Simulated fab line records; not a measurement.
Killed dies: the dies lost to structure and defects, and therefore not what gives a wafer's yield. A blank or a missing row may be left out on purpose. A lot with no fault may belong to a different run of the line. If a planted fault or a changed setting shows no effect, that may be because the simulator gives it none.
Struck lot and sound lot, side by side -- flow n5 finfet -- 39 steps out of a route of 1938
Sound: these wafers, L933.1, L933.3, L933.5. Struck: wafers L941.1, L941.5 (left out: L941.3, a lot-mate that was not struck); the cause follows at the end.
Each step with rows lists, per side, the tool, then ch with its chambers, then its first start. Under that, the readings that differ: sound wafers -- struck wafers -- difference of the means -- sigmas: that difference in standard deviations of wafers without a fault.
alike: a reading whose means differ by less than 2 such deviations, as well as words and numbers matching on both sides. not compared: withheld readings; readings where some wafer has no value; bounds like >300 that might hide an equal value; numbers whose values overlap and for which the record gives no deviation.
Wherever a step has rows on one side only, a row that says differs or no value, or a row with sigmas, the two part there. Numbers that don't overlap but have no deviation are shown without sigmas and don't part them. A reading that every wafer of one side lacks parts them only if that side has two wafers or more.

first, 11 steps without rows for these wafers: N5_FIN_SAQP_SPACER1_ETCHBACK_25 (etches SiO2 in CHF3/O2, target depth 24.4 nm, time 12.2 s); N5_FIN_SAQP_MANDREL1_REMOVE_56 (chemistry HBr/Cl2/O2, target a-Si, stops on SiNx, bt time 10 s); N5_FIN_SAQP_ETCH_57 (etches SiNx in CH3F/O2, target depth 32.5 nm, time 46.4 s); N5_FIN_SAQP_ETCH_65 (etches SiO2 in CF4, target depth 4 nm, time 4.4 s); N5_FIN_SAQP_MANDREL_ETCH_58 (etches a-Si in HBr/Cl2, stops on SiNx, target depth 45 nm, bt time 10 s, time 27 s); N5_FIN_SAQP_RECESS_63 (chemistry HF/NH3, target SiO2, target depth 18 nm, afs cycles 3, sublimation time 60 s); N5_FIN_SAQP_COAT_68 (time 60 s, resist thk 100 nm); N5_FIN_SAQP_ETCH_69 (etches SOC in N2/H2, stops on SiNx, target depth 150 nm); N5_FIN_SAQP_ETCH_67 (etches SiNx in CH3F/O2, target depth 30 nm); N5_FIN_SAQP_STRIP_70 (strips in N2/H2); N5_FIN_SAQP_RECESS_71 (chemistry HF/NH3, target SiO2, target depth 3 nm, afs cycles 1, sublimation time 60 s).
N5_FIN_SAQP_SPACER2_ALD_28: deposits SiO2, target thk 8.1 nm, pulse time 1 s, purge time 2 s.
  sound on ald sin-03 ch 1,2,3, day 4 19:36; struck on ald sin-03 ch 1, day 6 19:20
reading,sound,struck,difference,sigmas
model.SiO2_of_FIN_SAQP_SPACER2_ALD_28.thk nm (nm),8.2 8.2 8.2,10.8 10.6,+2.5,
  alike: heater power w, precursor pulse height rel
then, 1 step without rows for these wafers: N5_FIN_SAQP_SPACER2_ETCHBACK_29 (etches SiO2 in CHF3/O2, target depth 12.2 nm, time 6.1 s).
N5_FIN_SAQP_MANDREL2_REMOVE_60: chemistry HBr/Cl2/O2, target a-Si, stops on SiNx, bt time 10 s.
  sound on rie si-05 ch 0,3, day 4 20:01; struck on rie si-03 ch 0,1, day 6 19:46
reading,sound,struck,difference,sigmas
model.FIN_SAQP.cd nm (nm),8.2 8.2 8,10.8 10.6,+2.6,
  alike: drypump motor current A, oes product au, throttle valve pct
  not compared: rf hours counter h
N5_FIN_SAQP_CD_MEAS_31 targets a cd of 8 nm.
  sound on cd sem-01 ch 0, day 4 20:07; struck on cd sem-02 ch 0, day 6 19:52
reading,sound,struck,difference,sigmas
cd nm (nm),8.23 8.24 8.03,11.00 10.73,+2.70,+12
then, 3 steps without rows for these wafers: N5_FIN_SAQP_HM_OPEN_33 (chemistry CH3F/O2, target SiNx, target depth 49.4 nm, time 70.6 s); N5_FIN_SAQP_ETCH_34 (etches SiO2 in C4F6/O2, target depth 45 nm, time 15 s); N5_FIN_SAQP_STRIP_77 (strips in N2/H2, time 90 s).
N5_FIN_SAQP_HM_CD_35 targets a cd of 8 nm.
  sound on cd sem-03 at day 4 20:23; struck on cd sem-03 at day 6 20:08
reading,sound,struck,difference,sigmas
cd nm (nm),7.99 8.05 7.67,10.67 10.44,+2.65,+12
then, 1 step without rows for these wafers: N5_FIN_SAQP_ETCH_64 (etches SiO2 in CF4, target depth 1.5 nm).
N5_FIN_SAQP_FIN_ETCH_36: etches the open film in HBr/Cl2/O2, target depth 120 nm, time 50.4 s.
  sound on rie si-03 ch 1,2,3, day 4 20:28; struck on rie si-02 ch 0,1, day 6 20:13
reading,sound,struck,difference,sigmas
model.FIN_SAQP.cd nm (nm),8.2 8.2 8,10.8 10.4,+2.5,
  alike: drypump motor current A, oes product au, throttle valve pct
  not compared: rf hours counter h
N5_FIN_SAQP_CD_MEAS_37 targets a cd of 8 nm.
  sound on cd sem-02 at day 4 20:35; struck on cd sem-02 at day 6 20:20
reading,sound,struck,difference,sigmas
cd nm (nm),8.08 7.90 8.14,11.03 10.52,+2.73,+11
then, 14 steps without rows for these wafers: N5_FIN_SAQP_PRECLEAN_38 (cleans in O3/DIW, time 45 s); N5_FIN_SAQP_PRECLEAN_45 (cleans in dHF, time 10 s); N5_FIN_SAQP_SRD_39 (time 30 s); N5_FIN_CUT_COAT_18 (time 60 s, resist thk 230 nm); N5_FIN_CUT_COAT_19 (time 60 s, resist thk 20 nm); N5_FIN_CUT_COAT_29 (time 60 s, resist thk 10 nm); N5_FIN_CUT_COAT_02 (resist thk 30 nm); N5_FIN_CUT_EBR_04; N5_FIN_CUT_SOFTBAKE_03 (time 60 s); N5_FIN_CUT_EXPOSE_05 (exposes mask FIN CUT); N5_FIN_CUT_PEB_06 (peb time 60 s); N5_FIN_CUT_DEVELOP_07 (develop time 30 s); N5_FIN_CUT_DESCUM_13 (chemistry O2, time 7 s); N5_FIN_CUT_ETCH_30 (etches underlayer in N2/H2, target depth 13 nm, time 10.4 s).
N5_STI_FIN_REVEAL_CD_MEAS_22: target cd 6.238 nm, pitch 28 nm.
  sound on cd sem-01 at day 5 06:47; struck on cd sem-01 at day 7 07:03
reading,sound,struck,difference,sigmas
cd nm (nm),6.25 6.25 6.30,8.94 8.26,+2.33,+11
-- the record jumps here: 5 days lie between the struck wafers' starts before and after (it left off in module STI_FIN_REVEAL and takes up again in module BEOL_M4, whose first step shown is number 1111 of the route) --
N5_BEOL_M4_RC_MEAS_101:
  sound on prober-02 ch 0, day 10 17:20; struck on prober-02 ch 0, day 12 18:47
reading,sound,struck,difference,sigmas
DIBL_N (mV/V),34.8 35.1 34.7,53.4 52.0,+17.8,+11
DIBL_P (mV/V),35.1 35.9 35.2,57.8 54.3,+20.6,+11
IOFF_N (nA/um),0.143 0.156 0.138,1.679 1.273,+1.330,+49
IOFF_N_85C (nA/um),2.8 3.1 2.8,22.0 17.3,+16.8,+38
IOFF_N_LIN (nA/um),0.070 0.076 0.069,0.527 0.401,+0.392,+40
IOFF_P (nA/um),0.19 0.20 0.19,1.22 0.94,+0.89,+30
IOFF_P_85C (nA/um),3.3 3.5 3.3,16.4 12.9,+11.3,+26
IOFF_P_LIN (nA/um),0.094 0.098 0.093,0.356 0.290,+0.228,+21
ION_N (uA/um),666 683 671,785 771,+105,+10
ION_P (uA/um),460 468 460,522 504,+50,+7
SS_N (mV/dec),70.8 71.5 70.9,75.7 75.9,+4.7,+8
SS_P (mV/dec),73.1 73.0 72.8,78.0 77.6,+4.8,+8
VT_N (mV),252.5 249.0 250.0,208.7 218.1,-37.1,-12
VT_N_LVT (mV),100.8 100.5 101.7,59.5 65.9,-38.3,-14
VT_P (mV),-251 -249 -253,-226 -231,+22,+7
VT_P_LVT (mV),-101.1 -101.5 -102.1,-76.0 -79.1,+24.0,+9
-- here the record skips 4 days between the struck wafers' starts before and after, leaving off in module BEOL_M4 and picking up in module PASSIVATION (first step shown: number 1936 of the route) --
N5_PASSIVATION_PROBE_49:
  sound on prober-01 at day 15 11:18; struck on prober-02 at day 16 20:10
reading,sound,struck,difference,sigmas
sort_bin_4_leakage (%),0 0 0,92.37 90.51,+91.44,+99 or more
sort n pass,1076 1079 1064,0 0,-1073,-72
sort yield pct (%),91.2 91.4 90.2,0 0,-91,-70
  alike: defect limited yield, killed_at_M0_to_M3, killed_at_M4_up, killed at contacts, killed at front end, killed at other, killed dies, killed open, killed short, sort_bin_5_function, sort_bin_6_memory

## WHERE THEY PART
Earliest at N5_FIN_SAQP_CD_MEAS_31; latest, in this record, at N5_PASSIVATION_PROBE_49.

WHY: whatever the simulator had introduced
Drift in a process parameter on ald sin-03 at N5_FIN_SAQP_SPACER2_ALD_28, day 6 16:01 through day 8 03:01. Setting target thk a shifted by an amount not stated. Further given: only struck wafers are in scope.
